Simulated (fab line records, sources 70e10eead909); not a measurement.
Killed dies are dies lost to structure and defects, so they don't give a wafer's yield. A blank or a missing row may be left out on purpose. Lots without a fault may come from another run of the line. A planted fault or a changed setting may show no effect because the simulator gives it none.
Tool commonality check | flow nand_harc | 11 lots, 33 wafers sampled

WHY IT WAS OPENED
At NHARC_A_SLIT_INSPECT_11 the reading raw_defect_count is flagged on 2 of 11 lots. Wafers without a fault read 22, standard deviation 9.6.
Rule: a lot is flagged when every wafer of it that has a number lies more than 4 standard deviations from that mean, or none has a number. The other lots count as sound.

lot  | measured     | on                | raw_defect_count, wafer by wafer | flag
L267 | day 14 06:19 | defect_inspect-01 | 17 23 18                         |
L269 | day 14 19:06 | defect_inspect-02 | 12 13 5                          |
L271 | day 15 13:40 | defect_inspect-02 | 8 10 9                           |
L272 | day 15 13:54 | defect_inspect-02 | 7 14 15                          |
L278 | day 17 14:11 | defect_inspect-01 | 479 421 460                      | FLAGGED
L282 | day 18 13:55 | defect_inspect-02 | 440 429 448                      | FLAGGED
L283 | day 18 15:31 | defect_inspect-02 | 12 9 11                          |
L285 | day 18 22:38 | defect_inspect-02 | 37 24 32                         |
L289 | day 19 12:09 | defect_inspect-01 | 34 36 26                         |
L286 | day 19 12:18 | defect_inspect-02 | 32 44 27                         |
L288 | day 19 16:27 | defect_inspect-01 | 17 15 19                         |
The numbers of the flagged lots are 446 on average: +424 against the usual, or +44 standard deviations.

WHICH TOOL RAN EACH LOT
The record holds 3 process steps before the reading, out of a route of 1159 steps. In each cell: the tool, then ch and the chambers that the sampled wafers went through, then the start.
lot  | flag    | NHARC_A_SGD_CUT_STRIP_17                      | NHARC_A_SGD_CUT_CMP_21        | NHARC_A_SLIT_DEP_00
L267 |         | rie_diel-11 ch 1,2, day 13 21:30              | cmp-04 ch 1,2,3, day 14 02:05 | acl_dep-01 ch 0, day 14 04:10
L269 |         | rie_diel-11 ch 1,2,3, day 14 15:12 or earlier | cmp-04 ch 0,2,3, day 14 15:12 | acl_dep-01 ch 0, day 14 16:18
L271 |         | rie_diel-11 ch 0,1,3, day 15 09:50 or earlier | cmp-02 ch 0,2,3, day 15 09:50 | acl_dep-01 ch 0, day 15 10:55
L272 |         | rie_diel-07 ch 0,1,3, day 15 09:49 or earlier | cmp-01 ch 1,2, day 15 09:49   | acl_dep-03 ch 0, day 15 11:04
L278 | FLAGGED | rie_diel-11 ch 0,1,3, day 17 09:59 or earlier | cmp-01 ch 0,2, day 17 09:59   | acl_dep-01 ch 0, day 17 11:20
L282 | FLAGGED | rie_diel-11 ch 2,3, day 18 10:05 or earlier   | cmp-04 ch 1,2, day 18 10:05   | acl_dep-01 ch 0, day 18 11:34
L283 |         | rie_diel-10 ch 0,1,3, day 18 10:05 or earlier | cmp-02 ch 0,3, day 18 10:05   | acl_dep-03 ch 0, day 18 12:50
L285 |         | rie_diel-11 ch 1,3, day 18 18:46 or earlier   | cmp-04 ch 0,1,3, day 18 18:46 | acl_dep-02 ch 0, day 18 19:50
L289 |         | rie_diel-10 ch 0,2,3, day 19 08:14 or earlier | cmp-01 ch 0,2, day 19 08:14   | acl_dep-03 ch 0, day 19 09:21
L286 |         | rie_diel-11 ch 2,3, day 19 08:14 or earlier   | cmp-02 ch 1,2,3, day 19 08:14 | acl_dep-02 ch 0, day 19 09:43
L288 |         | rie_diel-11 ch 0,1, day 19 12:19 or earlier   | cmp-02 ch 0,1,3, day 19 12:19 | acl_dep-03 ch 0, day 19 14:19
What these steps do:
- NHARC_A_SGD_CUT_STRIP_17: strips in O2.
- NHARC_A_SGD_CUT_CMP_21: polishes, target thk 148.19 nm.
- NHARC_A_SLIT_DEP_00: deposits aC, target thk 3200 nm.
- NHARC_A_SLIT_INSPECT_11

FLAGGED OVER TOTAL, TOOL BY TOOL (the gauges that took the reading come last)
step                     | tool              | lots run | flagged | share of the flagged lots | sound lots run after its first flagged lot
NHARC_A_SGD_CUT_STRIP_17 | rie_diel-07       | 1        | 0       | none                      | -
NHARC_A_SGD_CUT_STRIP_17 | rie_diel-10       | 2        | 0       | none                      | -
NHARC_A_SGD_CUT_STRIP_17 | rie_diel-11       | 8        | 2       | all                       | 3 (L285,L286,L288)
NHARC_A_SGD_CUT_CMP_21   | cmp-01            | 3        | 1       | some                      | 1 (L289)
NHARC_A_SGD_CUT_CMP_21   | cmp-02            | 4        | 0       | none                      | -
NHARC_A_SGD_CUT_CMP_21   | cmp-04            | 4        | 1       | some                      | 1 (L285)
NHARC_A_SLIT_DEP_00      | acl_dep-01        | 5        | 2       | all                       | 0
NHARC_A_SLIT_DEP_00      | acl_dep-02        | 2        | 0       | none                      | -
NHARC_A_SLIT_DEP_00      | acl_dep-03        | 4        | 0       | none                      | -
NHARC_A_SLIT_INSPECT_11  | defect_inspect-01 | 4        | 1       | some                      | 2 (L289,L288)
NHARC_A_SLIT_INSPECT_11  | defect_inspect-02 | 7        | 1       | some                      | 3 (L283,L285,L286)
NHARC_A_SGD_CUT_STRIP_17 gives no start for some lots, so the hours and the order of its lots are those of NHARC_A_SGD_CUT_CMP_21.

WHAT THE TABLE ALLOWS
2 rows of the table ran every flagged lot: rie_diel-11 at NHARC_A_SGD_CUT_STRIP_17, acl_dep-01 at NHARC_A_SLIT_DEP_00.
- rie_diel-11 at NHARC_A_SGD_CUT_STRIP_17: 2 of its 8 lots flagged. Sound lots ran on it after the first flagged one (L285, L286, L288), which a lasting fault on the whole tool wouldn't allow.
- acl_dep-01 at NHARC_A_SLIT_DEP_00: 2 of its 5 lots flagged. Its last sound lot is L271 (day 15 10:55), its first flagged lot L278 (day 17 11:20): a fault that began between those two fits.
One tool is left: acl_dep-01 at NHARC_A_SLIT_DEP_00.

WHAT THE SIMULATOR HAD PUT IN
Chamber particle source: acl_dep-01, from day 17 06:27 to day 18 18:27, at NHARC_A_SLIT_DEP_00. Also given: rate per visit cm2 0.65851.
Lots struck among those shown: L278, L282. The rule above found the same.
